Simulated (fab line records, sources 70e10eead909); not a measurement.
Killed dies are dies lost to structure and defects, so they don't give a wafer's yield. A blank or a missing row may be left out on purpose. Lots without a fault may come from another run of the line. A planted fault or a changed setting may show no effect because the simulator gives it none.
Which tool did it? | flow nand_harc | 24 lots, 72 wafers sampled, at 2 steps of a route of 1302

WHAT THE GAUGES READ, wafer by wafer
NHARC_A_CHANNEL_HOLE_D1_CD_MEAS_10: target cd 100 nm. Usual: cd_nm 100.0 nm, standard deviation 0.65.
lot  | measured     | on        | cd_nm (nm)        | flag
L076 | day 8 22:26  | cd_sem-01 | 101.0 101.4 100.3 |
L075 | day 8 22:35  | cd_sem-02 | 100.0 99.3 100.0  |
L074 | day 9 00:27  | cd_sem-02 | 100.0 99.6 99.1   |
L077 | day 9 14:34  | cd_sem-03 | 99.9 100.3 100.1  |
L078 | day 9 23:58  | cd_sem-01 | 99.5 98.9 99.0    |
L079 | day 10 19:53 | cd_sem-03 | 100.0 100.3 100.7 |
L080 | day 10 21:25 | cd_sem-03 | 101.3 100.8 100.7 |
L081 | day 11 23:11 | cd_sem-02 | 101.3 100.9 101.0 |
L082 | day 12 01:05 | cd_sem-03 | 99.8 99.9 100.5   |
L083 | day 12 05:58 | cd_sem-01 | 100.7 100.2 100.1 |
L084 | day 12 06:08 | cd_sem-01 | 100.1 100.4 99.9  |
L085 | day 12 21:52 | cd_sem-01 | 99.6 100.7 99.7   |
L086 | day 13 08:46 | cd_sem-03 | 100.0 100.6 100.6 |
L088 | day 14 10:07 | cd_sem-03 | 99.3 100.3 99.7   |
L089 | day 14 11:04 | cd_sem-02 | 100.5 100.2 100.2 |
L087 | day 14 11:53 | cd_sem-01 | 99.7 99.2 99.0    |
L090 | day 15 02:50 | cd_sem-03 | 100.1 100.1 99.4  |
L091 | day 15 10:47 | cd_sem-02 | 98.9 99.3 98.9    |
L092 | day 15 19:58 | cd_sem-01 | 100.0 100.6 100.3 |
L093 | day 16 03:57 | cd_sem-01 | 99.1 99.3 100.3   |
L094 | day 16 13:51 | cd_sem-03 | 100.1 99.3 100.5  |
L095 | day 17 08:56 | cd_sem-03 | 99.4 100.2 100.3  |
L096 | day 17 13:17 | cd_sem-01 | 99.8 99.4 99.5    |
L097 | day 17 21:31 | cd_sem-02 | 101.0 101.7 101.0 |

NHARC_A_CHANNEL_HOLE_D2_INSPECT_12. Usual: raw_defect_count 32, standard deviation 23.
lot  | measured     | on                | raw_defect_count | flag
L076 | day 13 08:58 | defect_inspect-02 | 54 57 71         |
L075 | day 13 10:39 | defect_inspect-01 | 11 12 8          |
L074 | day 13 21:31 | defect_inspect-01 | 62 49 59         |
L077 | day 14 08:54 | defect_inspect-01 | 52 56 63         |
L078 | day 14 08:21 | defect_inspect-01 | 6 7 8            |
L079 | day 15 07:24 | defect_inspect-02 | 49 53 60         |
L080 | day 15 07:14 | defect_inspect-02 | 7 7 12           |
L081 | day 16 21:29 | defect_inspect-02 | 53 63 68         |
L082 | day 16 20:14 | defect_inspect-02 | 14 7 14          |
L083 | day 16 22:10 | defect_inspect-02 | 57 66 64         |
L084 | day 16 20:16 | defect_inspect-02 | 10 9 11          |
L085 | day 17 15:26 | defect_inspect-01 | 10 15 17         |
L086 | day 18 01:57 | defect_inspect-02 | 58 57 69         |
L088 | day 18 22:37 | defect_inspect-02 | 46 52 37         |
L089 | day 19 00:23 | defect_inspect-02 | 17 14 18         |
L087 | day 18 22:46 | defect_inspect-02 | 60 55 64         |
L090 | day 19 22:14 | defect_inspect-02 | 54 51 41         |
L091 | day 19 22:43 | defect_inspect-02 | 19 21 18         |
L092 | day 20 03:36 | defect_inspect-02 | 44 59 61         |
L093 | day 20 20:10 | defect_inspect-01 | 17 23 15         |
L094 | day 21 04:25 | defect_inspect-01 | 15 16 16         |
L095 | day 22 13:49 | defect_inspect-01 | 24 25 11         |
L096 | day 22 11:48 | defect_inspect-01 | 7 1 5            |
L097 | day 22 16:22 | defect_inspect-01 | 3 4 5            |

WHICH TOOL RAN EACH LOT (tool, then ch and the chambers of the sampled wafers, then the start)
The record holds no process step before these readings.

WHAT THE TOOLS THEMSELVES READ (means of the sampled wafers that have a number; where no wafer has one, the mark that the record gives instead)
The record holds no such reading with a usual standard deviation.

THE ANSWER, worked out from the rows above alone
Rule: a lot is off if the mean of its wafers that have a number lies more than 3 standard deviations from the usual mean. A lot without any number at a reading at which 4 lots or more have one is off too. The other lots that the step has rows for count as sound. The gauges are gone through in route order, then the tools' own readings, and for those a lot's mean is taken as printed above. The first step at which some lot is off is used, and at that step the reading that is off furthest; a lot without a number counts as furthest.
No lot is off at any reading shown: from this, nothing can be told.

WHAT THE SIMULATOR HAD PUT IN
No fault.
